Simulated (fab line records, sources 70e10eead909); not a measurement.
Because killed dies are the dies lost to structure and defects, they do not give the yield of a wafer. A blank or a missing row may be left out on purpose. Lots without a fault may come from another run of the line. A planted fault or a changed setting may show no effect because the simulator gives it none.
Matching of chambers + flow nand_harc + NHARC_A_CHANNEL_FILL_D2_ALD_02 on ald_hk-04: 4 sister chambers
The step deposits SiO2, target thk 6 nm, pulse time 10 s, ald cycles 60. 4 wafers are shown with their chamber, then 7 later ones without.

## WAFERS WITH THEIR CHAMBER
| wafer  | chamber | heater_power_w (W) |
|--------|---------|--------------------|
| L086.3 | 2       | 463                |
| L086.4 | 1       | 476                |
| L086.1 | 0       | 609                |
| L086.2 | 3       | 461                |

## WAFERS WITHOUT THEIR CHAMBER
| wafer  | heater_power_w (W) |
|--------|--------------------|
| L086.5 | 450                |
| L085.1 | 599                |
| L085.4 | 459                |
| L085.5 | 442                |
| L088.1 | 550                |
| L088.3 | 457                |
| L088.4 | 434                |

## WHICH CHAMBER EACH ONE RAN IN
| wafer  | from the rows above               | in truth |
|--------|-----------------------------------|----------|
| L086.5 | can't be placed: 3 or 2 or 1      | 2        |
| L085.1 | 0                                 | 0        |
| L085.4 | can't be placed: 3 or 2 or 1      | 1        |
| L085.5 | can't be placed: 3 or 2 or 1      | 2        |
| L088.1 | can't be placed: 0 or 1 or 2 or 3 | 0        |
| L088.3 | can't be placed: 3 or 2 or 1      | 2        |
| L088.4 | can't be placed: 3 or 2 or 1      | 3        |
Correct placement for 1 of the 7. These rows do not allow placing 6 (true chamber among the candidates in 6). Wrongly placed: 0.
How it was worked out, from the rows above alone: a wafer's distance from a chamber is the root of the sum, over the readings, of the square of ((its reading less the chamber's mean) divided by the reading's scatter). If the next closest chamber is less than 2 further off than the closest, the wafer can't be placed; otherwise it belongs to the closest. Each chamber's mean is taken over the wafers shown for it. The scatter: root of mean squared gap, hidden wafer to nearest shown wafer, with one shown wafer a chamber.
